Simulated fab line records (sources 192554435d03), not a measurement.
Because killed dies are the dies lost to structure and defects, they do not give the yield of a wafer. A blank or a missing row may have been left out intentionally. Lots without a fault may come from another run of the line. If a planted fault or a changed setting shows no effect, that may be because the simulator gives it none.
Split-lot trial / flow n5 finfet / route with 1938 steps; 7 lots, 21 wafers read

## THE SPLIT ITSELF
At N5_PMOS_HMC_CHANNEL_EPI_ETCH_32 (etches BARC in N2/H2, stops on SiO2, target depth 85.8 nm, time 50.3 s), the setting bias w was moved away from the recipe's 150 W on 4 of the 21 wafers read, by -14.3% to +5.3%. All remaining wafers had this setting at the recipe value.

Reading taken at the split's own step.

## THE READING
rf vpp V, in V, at N5_PMOS_HMC_CHANNEL_EPI_ETCH_32 (etches BARC in N2/H2, stops on SiO2, target depth 85.8 nm, time 50.3 s). Typical for fault-free wafers on this fab line: 524.1 V, with standard deviation 2.5 V.

wafer=L075.1; tool, chamber at the split=rie diel-04, 2; bias w as run, W=150; against the recipe=recipe; rf vpp V, V=526.4; against lot-mates on the recipe=-
wafer=L075.3; tool, chamber at the split=rie diel-04, 0; bias w as run, W=150; against the recipe=recipe; rf vpp V, V=527.8; against lot-mates on the recipe=-
wafer=L075.6; tool, chamber at the split=rie diel-04, 3; bias w as run, W=150; against the recipe=recipe; rf vpp V, V=519.5; against lot-mates on the recipe=-
wafer=L076.2; tool, chamber at the split=rie diel-06, 2; bias w as run, W=142.7; against the recipe=-4.9%; rf vpp V, V=506.8; against lot-mates on the recipe=-17.8
wafer=L076.4; tool, chamber at the split=rie diel-06, 0; bias w as run, W=150; against the recipe=recipe; rf vpp V, V=527.7; against lot-mates on the recipe=-
wafer=L076.6; tool, chamber at the split=rie diel-06, 3; bias w as run, W=150; against the recipe=recipe; rf vpp V, V=521.5; against lot-mates on the recipe=-
wafer=L084.2; tool, chamber at the split=rie diel-02, 0; bias w as run, W=157.9; against the recipe=+5.3%; rf vpp V, V=542.3; against lot-mates on the recipe=+20.2
wafer=L084.5; tool, chamber at the split=rie diel-02, 3; bias w as run, W=150; against the recipe=recipe; rf vpp V, V=524.1; against lot-mates on the recipe=-
wafer=L084.6; tool, chamber at the split=rie diel-02, 2; bias w as run, W=150; against the recipe=recipe; rf vpp V, V=520.0; against lot-mates on the recipe=-
wafer=L085.2; tool, chamber at the split=rie diel-02, 1; bias w as run, W=150; against the recipe=recipe; rf vpp V, V=524.5; against lot-mates on the recipe=-
wafer=L085.4; tool, chamber at the split=rie diel-02, 3; bias w as run, W=150; against the recipe=recipe; rf vpp V, V=524.0; against lot-mates on the recipe=-
wafer=L085.6; tool, chamber at the split=rie diel-02, 3; bias w as run, W=150; against the recipe=recipe; rf vpp V, V=522.9; against lot-mates on the recipe=-
wafer=L089.3; tool, chamber at the split=rie diel-06, 3; bias w as run, W=150; against the recipe=recipe; rf vpp V, V=520.0; against lot-mates on the recipe=-
wafer=L089.5; tool, chamber at the split=rie diel-06, 0; bias w as run, W=150; against the recipe=recipe; rf vpp V, V=524.8; against lot-mates on the recipe=-
wafer=L089.6; tool, chamber at the split=rie diel-06, 3; bias w as run, W=150; against the recipe=recipe; rf vpp V, V=521.8; against lot-mates on the recipe=-
wafer=L091.2; tool, chamber at the split=rie diel-04, 1; bias w as run, W=150; against the recipe=recipe; rf vpp V, V=526.0; against lot-mates on the recipe=-
wafer=L091.4; tool, chamber at the split=rie diel-04, 3; bias w as run, W=150; against the recipe=recipe; rf vpp V, V=518.9; against lot-mates on the recipe=-
wafer=L091.6; tool, chamber at the split=rie diel-04, 0; bias w as run, W=150; against the recipe=recipe; rf vpp V, V=527.3; against lot-mates on the recipe=-
wafer=L097.1; tool, chamber at the split=rie diel-02, 2; bias w as run, W=128.6; against the recipe=-14.3%; rf vpp V, V=472.1; against lot-mates on the recipe=-53.9
wafer=L097.3; tool, chamber at the split=rie diel-02, 1; bias w as run, W=150; against the recipe=recipe; rf vpp V, V=526.0; against lot-mates on the recipe=-
wafer=L097.5; tool, chamber at the split=rie diel-02, 3; bias w as run, W=128.6; against the recipe=-14.3%; rf vpp V, V=473.7; against lot-mates on the recipe=-52.3

FIT RESULTS
A straight line over all 21 wafers: rf vpp V changes by +3.56 V for each +1% of bias w; r = +0.99; the points scatter about the line by 2.8 V.
The same after taking each lot's own level away (the mean of its wafers on the recipe; 21 wafers): +3.73 V for each +1%; r = +0.99; scatter 2.5 V.
Per that fit: largest bias w move, reading shift of 53 V.
Measured against the standard deviation above, the lots' own levels, which go from 522.05 to 526.00 V, span 1.6 times it.
The two slopes are in agreement: the lot-to-lot level therefore moves the slope only a little.
Check: for one of the wafers moved furthest among these (-14.3%), held out of the fit, the line's prediction against its lot-mates is -52.6 V. It came out at -53.9 V against them.
Tool readings at the split's step, against how far the setting was moved: rf vpp V r = +0.99.

## THE OTHER SPLITS THESE WAFERS WENT THROUGH
Other splits were also applied to these wafers ahead of the reading. Each is held against what the fit with the lots' levels taken away leaves over:
other split on the same wafers=N5_ZERO_LAYER_PECVD_02 time s; wafers away from the commonest value=9; r with rf vpp V (lot level and that fit taken away)=+0.28
other split on the same wafers=N5_ZERO_LAYER_COAT_05 spin rpm; wafers away from the commonest value=8; r with rf vpp V (lot level and that fit taken away)=-0.28
other split on the same wafers=N5_ZERO_LAYER_ETCH_18 bias w; wafers away from the commonest value=6; r with rf vpp V (lot level and that fit taken away)=+0.34
other split on the same wafers=N5_WELL_APT_PEB_06 peb temp c; wafers away from the commonest value=6; r with rf vpp V (lot level and that fit taken away)=+0.19

## THE FILE'S OWN FIT
rf vpp V changes by +3.73 V for each +1% of bias w, r = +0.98.
